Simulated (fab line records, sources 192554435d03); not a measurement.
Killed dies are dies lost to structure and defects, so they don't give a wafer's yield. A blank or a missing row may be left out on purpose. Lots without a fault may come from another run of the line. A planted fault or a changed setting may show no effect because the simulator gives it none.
Chamber matching | flow n5_finfet | N5_FIN_SAQP_HM_DEP_03 on pecvd-04: 3 sister chambers
The step deposits SiNx from SiH4/NH3/N2, target thk 38 nm, time 33.6 s. 20 wafers are shown with their chamber, then 10 later ones without.

WAFERS WITH THEIR CHAMBER
wafer  | chamber | showerhead_plenum_p_Torr (Torr) | throttle_valve_pct (%) | heater_power_w (W)
L076.2 | 1       | 5.19                            | 38.8                   | 907
L076.4 | 2       | 5.18                            | 38.7                   | 897
L076.6 | 2       | 5.19                            | 38.7                   | 896
L077.1 | 1       | 5.19                            | 39.1                   | 1043
L077.3 | 1       | 5.19                            | 38.8                   | 1004
L077.5 | 1       | 5.19                            | 38.6                   | 1035
L079.1 | 0       | 5.12                            | 40.5                   | 743
L079.4 | 0       | 5.11                            | 40.7                   | 744
L079.6 | 1       | 5.19                            | 39.0                   | 983
L081.1 | 1       | 5.19                            | 38.8                   | 996
L081.4 | 0       | 5.11                            | 40.9                   | 774
L081.6 | 0       | 5.10                            | 40.6                   | 773
L084.3 | 0       | 5.12                            | 40.6                   | 679
L084.5 | 1       | 5.18                            | 39.0                   | 933
L084.6 | 2       | 5.17                            | 36.4                   | 945
L086.1 | 0       | 5.10                            | 40.7                   | 661
L086.2 | 1       | 5.18                            | 39.2                   | 990
L086.4 | 2       | 5.17                            | 36.3                   | 791
L090.1 | 0       | 5.12                            | 41.1                   | 639
L090.3 | 2       | 5.16                            | 36.5                   | 896

SIGNATURES (means of the wafers above)
reading                  | chamber 0 | chamber 1 | chamber 2 | scatter within a chamber
showerhead_plenum_p_Torr | 5.1114    | 5.1875    | 5.1740    | 0.00825
throttle_valve_pct       | 40.729    | 38.913    | 37.320    | 0.637
heater_power_w           | 716.14    | 986.38    | 885.00    | 52.3
Rule: a wafer's distance from a chamber is the root of the sum, over the readings, of the square of ((its reading less the chamber's mean) divided by the reading's scatter). The wafer belongs to the nearest chamber; if the next one is less than 2 further off, it can't be placed. The scatter: the root of (the sum of the squares of (reading less its chamber's mean) over the shown wafers, divided by (wafers less chambers)).

WAFERS WITHOUT THEIR CHAMBER
wafer  | showerhead_plenum_p_Torr (Torr) | throttle_valve_pct (%) | heater_power_w (W)
L090.6 | 5.13                            | 40.7                   | 640
L092.1 | 5.18                            | 36.7                   | 797
L092.4 | 5.17                            | 36.7                   | 813
L092.6 | 5.20                            | 38.8                   | 891
L094.2 | 5.18                            | 38.9                   | 947
L094.3 | 5.12                            | 40.8                   | 761
L094.4 | 5.19                            | 38.9                   | 923
L095.1 | 5.18                            | 36.7                   | 943
L095.3 | 5.12                            | 40.9                   | 762
L095.4 | 5.10                            | 40.9                   | 772

WHICH CHAMBER EACH WENT THROUGH
wafer  | from the rows above     | in truth
L090.6 | 0                       | 0
L092.1 | 2                       | 2
L092.4 | 2                       | 2
L092.6 | can't be placed: 1 or 2 | 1
L094.2 | can't be placed: 1 or 2 | 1
L094.3 | 0                       | 0
L094.4 | can't be placed: 1 or 2 | 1
L095.1 | 2                       | 2
L095.3 | 0                       | 0
L095.4 | 0                       | 0
Placed correctly: 7 of 10. Can't be placed from these rows: 3 (the true chamber is among the candidates in 3). Placed wrongly: 0.
